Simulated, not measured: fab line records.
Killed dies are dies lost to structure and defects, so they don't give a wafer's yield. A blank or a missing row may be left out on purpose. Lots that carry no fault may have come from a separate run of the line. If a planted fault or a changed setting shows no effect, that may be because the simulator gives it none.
Matching of chambers :: flow nand harc :: NHARC_A_CHANNEL_HOLE_D2_DEP_01 on pecvd-02: 3 sister chambers
The step deposits SiON, target thk 140 nm. 20 wafers are shown with their chamber, then 10 later ones without.

== EACH WAFER AND ITS CHAMBER ==
wafer: L075.1
chamber: 2
heater power w (W): 900
rf fwd power W (W): 349.3

wafer: L075.2
chamber: 0
heater power w (W): 870
rf fwd power W (W): 348.9

wafer: L075.3
chamber: 1
heater power w (W): 715
rf fwd power W (W): 347.2

wafer: L077.3
chamber: 1
heater power w (W): 700
rf fwd power W (W): 348.4

wafer: L077.5
chamber: 1
heater power w (W): 713
rf fwd power W (W): 347.7

wafer: L077.6
chamber: 0
heater power w (W): 850
rf fwd power W (W): 347.8

wafer: L080.3
chamber: 2
heater power w (W): 906
rf fwd power W (W): 349.1

wafer: L080.5
chamber: 1
heater power w (W): 804
rf fwd power W (W): 346.8

wafer: L080.6
chamber: 2
heater power w (W): 903
rf fwd power W (W): 350.8

wafer: L081.1
chamber: 0
heater power w (W): 894
rf fwd power W (W): 346.3

wafer: L081.4
chamber: 1
heater power w (W): 711
rf fwd power W (W): 347.5

wafer: L081.6
chamber: 2
heater power w (W): 886
rf fwd power W (W): 349.4

wafer: L083.1
chamber: 2
heater power w (W): 871
rf fwd power W (W): 348.9

wafer: L083.2
chamber: 1
heater power w (W): 812
rf fwd power W (W): 348.2

wafer: L083.6
chamber: 0
heater power w (W): 824
rf fwd power W (W): 347.3

wafer: L085.2
chamber: 2
heater power w (W): 913
rf fwd power W (W): 348.6

wafer: L085.4
chamber: 2
heater power w (W): 913
rf fwd power W (W): 348.8

wafer: L085.6
chamber: 0
heater power w (W): 909
rf fwd power W (W): 348.5

wafer: L090.1
chamber: 2
heater power w (W): 913
rf fwd power W (W): 346.9

wafer: L090.2
chamber: 1
heater power w (W): 766
rf fwd power W (W): 348.4

SIGNATURES (means of the wafers above)
reading: heater power w
chamber 0: 869.40
chamber 1: 745.86
chamber 2: 900.62
scatter within a chamber: 34

reading: rf fwd power W
chamber 0: 347.760
chamber 1: 347.743
chamber 2: 348.975
scatter within a chamber: 0.927
Rule: a wafer's distance from a chamber is the root of the sum, over the readings, of the square of ((its reading less the chamber's mean) divided by the reading's scatter). The wafer belongs to the nearest chamber; if the next one is less than 2 further off, it can't be placed. The scatter: take each reading less its chamber's mean, square it, sum over the shown wafers, divide by the number of wafers less the number of chambers, and take the root.

== WAFERS MISSING THEIR CHAMBER ==
wafer: L090.5
heater power w (W): 806
rf fwd power W (W): 348.3

wafer: L091.1
heater power w (W): 919
rf fwd power W (W): 347.4

wafer: L091.5
heater power w (W): 936
rf fwd power W (W): 346.2

wafer: L091.6
heater power w (W): 918
rf fwd power W (W): 348.7

wafer: L096.1
heater power w (W): 922
rf fwd power W (W): 350.4

wafer: L096.3
heater power w (W): 771
rf fwd power W (W): 348.0

wafer: L096.4
heater power w (W): 780
rf fwd power W (W): 349.6

wafer: L097.1
heater power w (W): 913
rf fwd power W (W): 349.8

wafer: L097.3
heater power w (W): 709
rf fwd power W (W): 347.2

wafer: L097.6
heater power w (W): 737
rf fwd power W (W): 346.7

== THE CHAMBER EACH PASSED THROUGH ==
wafer: L090.5
from the rows above: can't be placed: 1 or 0 or 2
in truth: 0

wafer: L091.1
from the rows above: can't be placed: 0 or 2
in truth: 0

wafer: L091.5
from the rows above: can't be placed: 0 or 2
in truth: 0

wafer: L091.6
from the rows above: can't be placed: 2 or 0
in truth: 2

wafer: L096.1
from the rows above: can't be placed: 2 or 0
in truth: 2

wafer: L096.3
from the rows above: 1
in truth: 1

wafer: L096.4
from the rows above: can't be placed: 1 or 0 or 2
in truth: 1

wafer: L097.1
from the rows above: can't be placed: 2 or 0
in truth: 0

wafer: L097.3
from the rows above: 1
in truth: 1

wafer: L097.6
from the rows above: 1
in truth: 1
3 of 10 placed correctly. Can't be placed from these rows: 7 (the true chamber is among the candidates in 7). Placed wrongly: 0.
